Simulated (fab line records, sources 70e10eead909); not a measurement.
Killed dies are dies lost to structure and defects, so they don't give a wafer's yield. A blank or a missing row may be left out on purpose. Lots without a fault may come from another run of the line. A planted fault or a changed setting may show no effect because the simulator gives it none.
fab line records | flow nand_harc
record lots=7 wafers=21 last_day=33
route steps=1302 shown A_STAIRCASE@873
lots that met no fault: from a run of the same line without faults
start_h: hours from the record's first day to the start of the lot's first wafer shown | wait_h: hours since the lot's step before | " the same as in the row above | L1.1+2: a row that stands for several wafers | - no value, or no start given | * or withheld: withheld | < > ~ a bound
route shown NAME@n: a module of which the file shows steps, and the number in the route of the first | usual: mean/standard deviation of fault-free wafers | same: alike in all rows | chamber/n: place in a boat | sites: the reading at each site | _std_site: their standard deviation | _edge_site: outer sites' mean less inner sites' | radius_mm: how far each site lies from the wafer's centre | mask NAME#n: copy n | behind: the tool/chamber that last shaped the wafer | hold: why the lot was held/for how many hours/how that ended | device: the transistor (n, p or np) that didn't switch | end of line: the same wafers' tests at the end of the route | a step without rows: its recipe alone | killed: dies lost to structure and defects at the first sort, not the wafer's yield | map: a wafer's dies, x killed, . not, _ none there
set.NAME: the setting as run; set.NAME@STEP: as run at that earlier step | model.NAME: the simulator's own value behind a step, which no gauge read
lots at some steps of the route; a table a step, a row a wafer
services: from which hour (start_h, from the record's first day; less than 0 if before it) a tool's chamber was out of use, for how many hours, and why
## steps
# step NHARC_A_STAIRCASE_STRIP_447
# recipe time_s=900 temp_c=130 chemistry=SPM
# step NHARC_A_STAIRCASE_PRECLEAN_448
# recipe time_s=* temp_c=50 bath_age_min=0 chemistry=SC1
# step NHARC_A_STAIRCASE_SRD_449
# step NHARC_A_STAIRCASE_CMP_450
# recipe target_thk_nm=200 material=SiO2
# step NHARC_A_STAIRCASE_CMP_152
# usual motor_current_A=12.2/1.1
# columns lot.wafer tool chamber start_h wait_h motor_current_A
L954.4 cmp-02 2 426.87 0.1 11.4
L954.2 " 3 " " 10.7
L954.6 " 1 " " 11.7
L970.4 cmp-01 2 593.84 0.1 11.8
L970.3 " 3 " " 12.3
L970.6 " 2 " " 12.1
L969.3 cmp-01 1 598.65 0.1 11.3
L969.2 " 3 " " 12.7
L969.5 " 1 " " 10.9
L971.1 cmp-02 1 616.25 0.1 12.2
L971.3 " 2 " " 10.6
L971.4 " 0 " " 14.6
L972.2 cmp-01 3 617.44 0.1 12.7
L972.4 " 1 " " 10.9
L972.5 " 3 " " 12.7
L974.4 cmp-01 3 633.89 0.1 13.1
L974.3 " 0 " " 12.4
L974.2 " 1 " " 11.4
L977.2 cmp-02 1 652.84 0.1 11.9
L977.3 " 3 " " 10.7
L977.6 " 1 " " 11.1
# step NHARC_A_STAIRCASE_SRD_154
# step NHARC_A_STAIRCASE_ETCH_403
# recipe target_depth_a=1082 chemistry=dHF material=SiO2
# step NHARC_A_STAIRCASE_ETCHBACK_422
# recipe target_depth_a=400 over_etch_frac=0.3 time_s=74.286 ion_energy_ev=120 ch3f_flow_sccm=50 o2_flow_sccm=30 ar_flow_sccm=200 rf_w=500 bias_w=100 chemistry=CH3F/O2
# usual drypump_motor_current_A=5.8/0.46 oes_product_au=0.95/0.032 rf_vpp_V=244.8/1.7 showerhead_plenum_p_Torr=2.50/0.11 throttle_valve_pct=20.662/0.0083
# columns lot.wafer tool chamber start_h wait_h drypump_motor_current_A oes_product_au rf_hours_counter_h rf_vpp_V showerhead_plenum_p_Torr throttle_valve_pct
L954.4 rie_diel-04 0 427.31 0.1 5.5 0.97 20 244.2 2.48 20.667
L954.2 " 3 " " 6.1 0.99 21 247.3 2.63 20.655
L954.6 " 1 " " 6.1 1.00 - 241.0 2.35 20.670
L970.3 rie_diel-01 1 594.30 0.1 5.7 0.93 11 244.8 2.50 20.661
L970.4 " 0 " " 5.1 0.93 9 247.1 2.59 20.679
L970.6 " 2 " " 6.5 0.93 - 243.2 2.39 20.667
L969.3 rie_diel-13 1 599.11 0.2 6.5 0.99 24 246.7 2.63 20.677
L969.2 " 3 " " 5.8 1.01 30 247.0 2.62 20.660
L969.5 " 1 " " 6.5 0.98 - 246.3 2.63 20.647
L971.1 rie_diel-04 1 616.71 0.1 6.1 0.92 18 242.3 2.33 20.677
L971.3 " 3 " " 6.2 0.92 24 245.0 2.61 20.662
L971.4 " 0 " " 5.5 0.93 23 243.5 2.45 20.642
L972.2 rie_diel-13 1 617.92 0.2 6.5 0.91 29 247.0 2.63 20.650
L972.5 " 1 " " 6.5 0.92 - 244.9 2.63 20.671
L972.4 " 3 " " 5.9 0.93 - 246.1 2.62 20.659
L974.3 rie_diel-04 0 634.34 0.1 5.5 0.92 28 243.8 2.45 20.665
L974.4 " 1 " " 6.1 0.93 23 242.0 2.33 20.654
L974.2 " 3 " " 6.2 0.92 29 246.7 2.61 20.662
L977.3 rie_diel-01 0 653.30 0.1 5.1 0.92 24 244.6 2.58 20.658
L977.2 " 1 " " 5.7 0.92 31 244.3 2.49 20.654
L977.6 " 1 " " 5.7 0.92 - 243.2 2.49 20.667
# step NHARC_A_STAIRCASE_ETCH_423
# recipe target_depth_a=300 chemistry=dHF material=SiO2
# step NHARC_A_STAIRCASE_ETCHBACK_157
# recipe target_depth_a=900 over_etch_frac=0.3 time_s=167.14 ion_energy_ev=120 ch3f_flow_sccm=50 o2_flow_sccm=30 ar_flow_sccm=200 rf_w=500 bias_w=100 chemistry=CH3F/O2
# usual drypump_motor_current_A=5.8/0.44 oes_product_au=0.96/0.03 rf_vpp_V=244.9/1.8 showerhead_plenum_p_Torr=2.50/0.11 throttle_valve_pct=20.663/0.0082
# columns lot.wafer tool chamber start_h wait_h drypump_motor_current_A oes_product_au rf_hours_counter_h rf_vpp_V showerhead_plenum_p_Torr throttle_valve_pct
L954.2 rie_diel-13 2 427.66 0.2 5.4 0.90 29 241.2 2.36 20.667
L954.4 " 0 " " 5.9 0.91 24 247.0 2.60 20.657
L954.6 " 2 " " 5.4 0.90 - 242.7 2.36 20.668
L970.3 rie_diel-01 1 594.66 0.1 5.7 0.94 11 245.1 2.50 20.658
L970.4 " 0 " " 5.1 0.92 9 247.3 2.59 20.655
L970.6 " 2 " " 6.5 0.95 - 241.8 2.39 20.662
L969.3 rie_diel-04 0 599.46 0.1 5.5 0.93 17 241.9 2.46 20.676
L969.2 " 3 " " 6.2 0.93 18 246.7 2.61 20.646
L969.5 " 0 " " 5.5 0.92 - 244.8 2.46 20.678
L971.1 rie_diel-04 1 617.07 0.1 6.1 0.95 18 244.0 2.33 20.651
L971.4 " 3 " " 6.2 0.95 24 247.6 2.61 20.657
L971.3 " 0 " " 5.5 0.95 23 245.3 2.45 20.669
L972.2 rie_diel-13 3 618.28 0.2 5.9 0.94 34 246.3 2.62 20.666
L972.4 " 3 " " 5.9 0.95 - 248.3 2.62 20.668
L972.5 " 1 " " 6.5 0.93 - 245.5 2.63 20.659
L974.4 rie_diel-04 3 634.69 0.1 6.2 0.93 29 247.0 2.60 20.667
L974.3 " 0 " " 5.5 0.95 29 243.0 2.45 20.658
L974.2 " 1 " " 6.1 0.95 23 241.8 2.33 20.657
L977.3 rie_diel-01 2 653.67 0.2 6.6 0.96 37 244.6 2.38 20.649
L977.2 " 1 " " 5.7 0.95 31 244.5 2.49 20.658
L977.6 " 0 " " 5.1 0.94 - 245.1 2.58 20.660
# step NHARC_A_STAIRCASE_STRIP_475
# recipe time_s=20 o2_flow_sccm=500 ar_flow_sccm=0 bias_w=0 chemistry=O2
# usual drypump_motor_current_A=5.8/0.43 oes_product_au=1.002/0.011 rf_vpp_V=58.0/0.92 showerhead_plenum_p_Torr=3.58/0.15 throttle_valve_pct=17.036/0.0097
# columns lot.wafer tool chamber start_h wait_h drypump_motor_current_A oes_product_au rf_hours_counter_h rf_vpp_V showerhead_plenum_p_Torr throttle_valve_pct
L954.4 rie_diel-13 3 - - 5.9 0.991 30 57.6 3.79 17.039
L954.2 " 1 " " 6.5 0.998 24 60.5 3.79 17.049
L954.6 " 2 " " 5.4 0.984 - 56.5 3.39 17.024
L970.3 rie_diel-01 2 - - 6.5 1.004 13 58.6 3.43 17.037
L970.4 " 3 " " 5.3 1.001 11 58.0 3.55 17.055
L970.6 " 0 " " 5.1 1.001 - 58.7 3.71 17.054
L969.3 rie_diel-04 1 - - 6.1 1.005 17 57.6 3.35 17.024
L969.2 " 3 " " 6.2 1.001 18 57.1 3.74 17.029
L969.5 " 2 " " 5.6 1.016 - 56.1 3.39 17.028
L971.1 rie_diel-04 3 - - 6.2 1.007 24 58.6 3.73 17.017
L971.4 " 1 " " 6.1 1.005 18 56.9 3.35 17.035
L971.3 " 2 " " 5.6 1.027 24 58.2 3.39 17.025
L972.2 rie_diel-13 1 618.51 0.2 6.5 0.983 30 58.3 3.76 17.023
L972.5 " 3 " " 5.9 1.002 - 58.9 3.75 17.027
L972.4 " 0 " " 5.9 1.005 - 58.4 3.69 17.042
L974.4 rie_diel-04 2 - - 5.6 1.011 28 57.5 3.38 17.029
L974.2 " 3 " " 6.2 1.004 29 59.0 3.73 17.040
L974.3 " 0 " " 5.5 1.005 29 57.8 3.52 17.041
L977.2 rie_diel-01 0 653.90 0.1 5.1 0.991 24 58.0 3.70 17.054
L977.3 " 1 " " 5.7 1.001 31 58.7 3.57 17.040
L977.6 " 0 " " 5.1 0.989 - 58.1 3.70 17.040
# step NHARC_A_STAIRCASE_DEP_471
# recipe target_thk_a=1000 temp_c=400 pressure_torr=6.5 rf_w=900 teos_flow_sccm=161.4 flow_sccm=2650 target_thk_nm=100 gas=O2 material=SiO2
# usual chamber_pressure_Torr=6.501/0.015 flow_sccm=2649/7 heater_power_w=539/88 throttle_valve_pct=16.1/0.56
# columns lot.wafer tool chamber start_h wait_h chamber_pressure_Torr flow_sccm heater_power_w throttle_valve_pct
L954.2 pecvd-04 1 427.97 - 6.502 2637 439 15.6
L954.4 " 1 " " 6.504 2643 447 15.2
L954.6 " 2 " " 6.479 2641 532 16.8
L970.3 pecvd-04 0 595.01 - - - - -
L970.4 " 0 " " - - - -
L970.6 " 1 " " - - - -
L969.2 pecvd-01 0 600.13 - - - - -
L969.3 " 1 " " - - - -
L969.5 " 2 " " - - - -
L971.1 pecvd-01 2 617.35 - - - - -
L971.4 " 2 " " - - - -
L971.3 " 1 " " - - - -
L972.2 pecvd-04 2 618.66 - 6.484 2655 423 16.1
L972.4 " 1 " " 6.467 2650 332 15.2
L972.5 " 2 " " 6.472 2654 441 16.1
L974.3 pecvd-01 1 635.01 - 6.509 2639 626 16.9
L974.2 " 2 " " 6.486 2637 646 15.9
L974.4 " 1 " " 6.510 2648 622 16.7
L977.2 pecvd-01 1 654.00 - 6.508 2659 640 17.1
L977.3 " 1 " " 6.500 2648 650 16.5
L977.6 " 0 " " 6.512 2643 597 16.4
# step NHARC_A_STAIRCASE_CMP_472
# recipe material=SiO2
# usual motor_current_A=12.1/1.2
# columns lot.wafer tool chamber start_h wait_h motor_current_A
L954.4 cmp-03 1 428.22 0.1 12.4
L954.2 " 3 " " 12.5
L954.6 " 2 " " 12.0
L970.4 cmp-03 1 595.34 0.2 12.3
L970.3 " 2 " " 12.5
L970.6 " 3 " " 12.6
L969.2 cmp-02 3 600.37 0.2 10.6
L969.3 " 2 " " 10.9
L969.5 " 0 " " 14.0
L971.4 cmp-03 3 617.71 0.2 13.3
L971.3 " 0 " " 11.5
L971.1 " 1 " " 12.6
L972.2 cmp-02 2 618.88 0.2 10.5
L972.4 " 0 " " 13.9
L972.5 " 3 " " 10.8
L974.3 cmp-02 2 635.25 0.2 11.0
L974.4 " 3 " " 10.6
L974.2 " 1 " " 11.7
L977.3 cmp-01 0 654.39 0.3 12.9
L977.2 " 2 " " 11.9
L977.6 " 3 " " 12.1
## services
# columns tool chamber start_h hours kind
cmp-02 - 428.74 4.0 pm
rie_diel-04 - 448.83 3.5 repair
cmp-02 - 449.00 1.9 repair
rie_diel-04 3 482.35 7.4 repair
cmp-02 - 489.98 1.3 repair
rie_diel-04 3 500.76 14.2 repair
rie_diel-04 2 501.11 10.8 repair
cmp-02 - 507.00 2.1 repair
rie_diel-13 - 519.07 9.0 pm
rie_diel-04 3 523.59 6.3 repair
cmp-02 - 525.59 0.8 repair
cmp-02 - 526.74 4.0 pm
rie_diel-04 - 533.65 9.0 pm
rie_diel-13 3 543.83 9.8 repair
rie_diel-01 - 559.24 9.0 pm
cmp-02 - 561.00 10.7 repair
cmp-02 - 593.57 0.4 repair
rie_diel-04 1 610.10 5.0 repair
cmp-02 - 614.32 0.2 repair
rie_diel-13 2 615.96 3.5 repair
rie_diel-01 1 618.38 3.1 repair
cmp-02 - 624.74 4.0 pm
rie_diel-01 0 644.13 5.0 repair
rie_diel-01 - 644.34 1.1 repair
## key
first_sign step=NHARC_A_STAIRCASE_DEP_471 reading=tool_record direction=missing
effect none on later readings
met_at NHARC_A_STAIRCASE_DEP_471
struck_wafers L969.2,L969.3,L969.5,L970.3,L970.4,L970.6,L971.1,L971.3,L971.4
later_rows_left_out L969.2,L969.3,L969.5,L970.3,L970.4,L970.6,L971.1,L971.3,L971.4
sort_left_out L969.2,L969.3,L969.5,L970.3,L970.4,L970.6,L971.1,L971.3,L971.4
tester_left_out L969,L970,L971
onset_between 427.97 595.01
fault kind=skipped_step_whole tool=pecvd-01,pecvd-04 chamber=- onset_h=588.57 steps=NHARC_A_STAIRCASE_DEP_471 scope=struck_lots_only
# tester_left_out: of these lots the tester's yield and bins aren't shown, on N5 and GAA mostly nor the transistor test; their killed dies are dies lost to structure and defects alone, not to doping, threshold or leakage, so they don't give the yield
# sort_left_out: the simulated sort isn't trusted on such a fault, so these wafers' sort isn't shown, and their yield isn't known
# later_rows_left_out: the simulator's readings of these wafers behind a module that went badly wrong aren't trusted and aren't shown, but for the sort
